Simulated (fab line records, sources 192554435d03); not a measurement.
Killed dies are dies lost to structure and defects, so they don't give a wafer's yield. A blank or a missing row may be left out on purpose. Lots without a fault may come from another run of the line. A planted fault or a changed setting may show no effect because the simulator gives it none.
One fault seen from 3 desks | flow n5_finfet | each desk has only its own numbers; what lay behind them comes last

THE DEFECT DESK
What the inspections along the route counted, lot by lot: means of the sampled wafers that have a number. A lot is out of limits, marked OUT, if its mean lies more than 4 standard deviations from the usual mean; the brackets give that distance.
Columns: A = raw_defect_count at N5_BEOL_M2_INSPECT_30, usual 376
lot  | first seen here | A
L752 | day 7 06:52     | 407
L758 | day 8 08:20     | 321
L760 | day 9 01:04     | 270
L762 | day 9 23:08     | 374
L767 | day 10 19:02    | 334
L772 | day 12 00:34    | 589
This desk's finding: nothing out of limits on any of the 6 lots.

THE TOOL OWNER'S DESK: rie_diel-02
The tool's own readings at N5_BEOL_M2_ETCH_70 (etches SOC in N2/H2, target depth 80 nm, overetch 24 nm, time 130 s): means of the sampled wafers that have a number, for each lot that ran on this tool. A lot is out of limits, marked OUT, if its mean lies more than 4 standard deviations from the usual mean; the brackets give that distance. Of its 8 readings 7 are shown: the one that was out of limits first, and those that lie furthest out on some lot.
Columns: A = bias_w at N5_BEOL_M2_ETCH_70, usual 150.0 W; B = drypump_motor_current_A at N5_BEOL_M2_ETCH_70, usual 5.8 A; C = n2_flow_sccm at N5_BEOL_M2_ETCH_70, usual 200.0 sccm; D = oes_product_au at N5_BEOL_M2_ETCH_70, usual 0.59 a.u.; E = rf_vpp_V at N5_BEOL_M2_ETCH_70, usual 525.2 V; F = run_length_s at N5_BEOL_M2_ETCH_70, usual 153.7 s; G = showerhead_plenum_p_Torr at N5_BEOL_M2_ETCH_70, usual 2.59 Torr
lot  | first seen here | A     | B   | C     | D    | E     | F               | G
L758 | day 9 06:53     | 150.0 | 6.0 | 200.4 | 0.56 | 527.0 | 153.9           | 2.64
L760 | day 9 12:13     | 150.3 | 5.4 | 199.9 | 0.69 | 524.0 | 141.9 (-32) OUT | 2.58
L762 | day 10 05:09    | 150.9 | 5.5 | 199.3 | 0.74 | 524.5 | 141.6 (-33) OUT | 2.60
This desk's finding: out of limits on L760, L762; first on L760, day 9 12:13 (run_length_s at N5_BEOL_M2_ETCH_70). In limits: L758.

THE METROLOGY DESK
What the gauges read, lot by lot, whatever tool the lot ran on: means of the sampled wafers that have a number. A lot is out of limits, marked OUT, if its mean lies more than 4 standard deviations from the usual mean; the brackets give that distance. Of its 12 readings 7 are shown: those that lie furthest out on some lot.
Columns: A = DIBL_N at N5_BEOL_M4_RC_MEAS_101, usual 36.4 mV/V; B = DIBL_P at N5_BEOL_M4_RC_MEAS_101, usual 36.4 mV/V; C = IOFF_N at N5_BEOL_M4_RC_MEAS_101, usual 0.156 nA/um; D = ION_N at N5_BEOL_M4_RC_MEAS_101, usual 675 uA/um; E = ION_P at N5_BEOL_M4_RC_MEAS_101, usual 463 uA/um; F = VT_N at N5_BEOL_M4_RC_MEAS_101, usual 250 mV; G = VT_P at N5_BEOL_M4_RC_MEAS_101, usual -250.3 mV
lot  | first seen here | A    | B    | C     | D   | E   | F   | G
L752 | day 7 06:46     | 35.2 | 36.8 | 0.148 | 675 | 462 | 251 | -253.4
L758 | day 8 08:16     | 37.6 | 37.2 | 0.157 | 670 | 457 | 250 | -253.6
L760 | day 9 00:58     | 35.5 | 36.4 | 0.133 | 668 | 456 | 256 | -252.4
L762 | day 9 23:02     | 36.4 | 37.0 | 0.141 | 668 | 461 | 254 | -249.6
L767 | day 10 18:56    | 38.3 | 38.9 | 0.175 | 681 | 466 | 249 | -250.3
L772 | day 12 00:29    | 38.4 | 37.9 | 0.194 | 686 | 466 | 247 | -249.1
This desk's finding: nothing out of limits on any of the 6 lots.

PUT TOGETHER
The tool owner's desk could have raised an alarm at day 9 12:13, on L760, L762.
The defect desk saw nothing out of limits.
The metrology desk saw nothing out of limits.
The defect desk has L760, L762 on record, within its limits.
The metrology desk has L760, L762 on record, within its limits.
Of the lots named, all ran N5_BEOL_M2_ETCH_70 on rie_diel-02.

WHAT THE SIMULATOR HAD PUT IN
Process parameter drift: rie_diel-02, from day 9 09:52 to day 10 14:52, at N5_BEOL_M2_ETCH_70. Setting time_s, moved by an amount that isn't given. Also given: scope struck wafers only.
Lots struck among those shown: L760, L762.
Hours from the fault's start to each desk's first reading out of limits: the tool owner's desk, 2.
